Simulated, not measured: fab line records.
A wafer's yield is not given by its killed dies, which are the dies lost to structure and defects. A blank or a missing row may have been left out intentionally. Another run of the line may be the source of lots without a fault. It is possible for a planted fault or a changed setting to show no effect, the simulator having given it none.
Chamber matching -- flow n5_finfet -- N5_BEOL_M3_CO_CAP_55 on cvd_co-02: 3 sister chambers
The step material Co, precursor CCTBA/H2, target thk 2 nm, time 102.1 s. 27 wafers are shown with their chamber, then 12 later ones without.

## EACH WAFER AND ITS CHAMBER
wafer,chamber,heater_power_w (W)
L074.2,1,233
L074.3,2,222
L074.6,1,232
L076.1,2,219
L076.2,0,197
L076.3,1,234
L076.4,0,194
L076.5,1,227
L076.6,2,218
L079.1,1,232
L079.2,0,197
L079.4,1,230
L081.1,1,236
L081.3,2,221
L081.5,2,218
L083.1,0,196
L083.5,2,221
L083.6,0,194
L085.1,1,229
L085.4,0,191
L085.5,2,225
L086.1,2,214
L086.2,1,230
L086.5,1,232
L089.1,1,231
L089.2,0,195
L089.3,2,222

SIGNATURES (means of the wafers above)
reading,chamber 0,chamber 1,chamber 2,scatter within a chamber
heater_power_w,194.86,231.45,220.00,2.64
Rule: for each reading, subtract the chamber's mean from the wafer's reading, divide by that reading's scatter and square the result; add these up over the readings and take the root, which gives the wafer's distance from the chamber. If the next closest chamber is less than 2 further off than the closest, the wafer can't be placed; otherwise it belongs to the closest. The scatter: take each reading less its chamber's mean, square it, sum over the shown wafers, divide by the number of wafers less the number of chambers, and take the root.

## WAFERS WHOSE CHAMBER IS MISSING
wafer,heater_power_w (W)
L089.4,197
L089.5,231
L089.6,224
L095.1,229
L095.3,196
L095.4,198
L094.1,202
L094.4,194
L094.6,234
L097.1,231
L097.2,191
L097.6,225

## THE CHAMBER EACH PASSED THROUGH
wafer,from the rows above,in truth
L089.4,0,0
L089.5,1,1
L089.6,can't be placed: 2 or 1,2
L095.1,1,1
L095.3,0,0
L095.4,0,0
L094.1,0,0
L094.4,0,0
L094.6,1,1
L097.1,1,1
L097.2,0,0
L097.6,can't be placed: 2 or 1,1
Correctly placed: 10 of 12. Can't be placed from these rows: 2 (the true chamber is among the candidates in 2). Placed wrongly: 0.
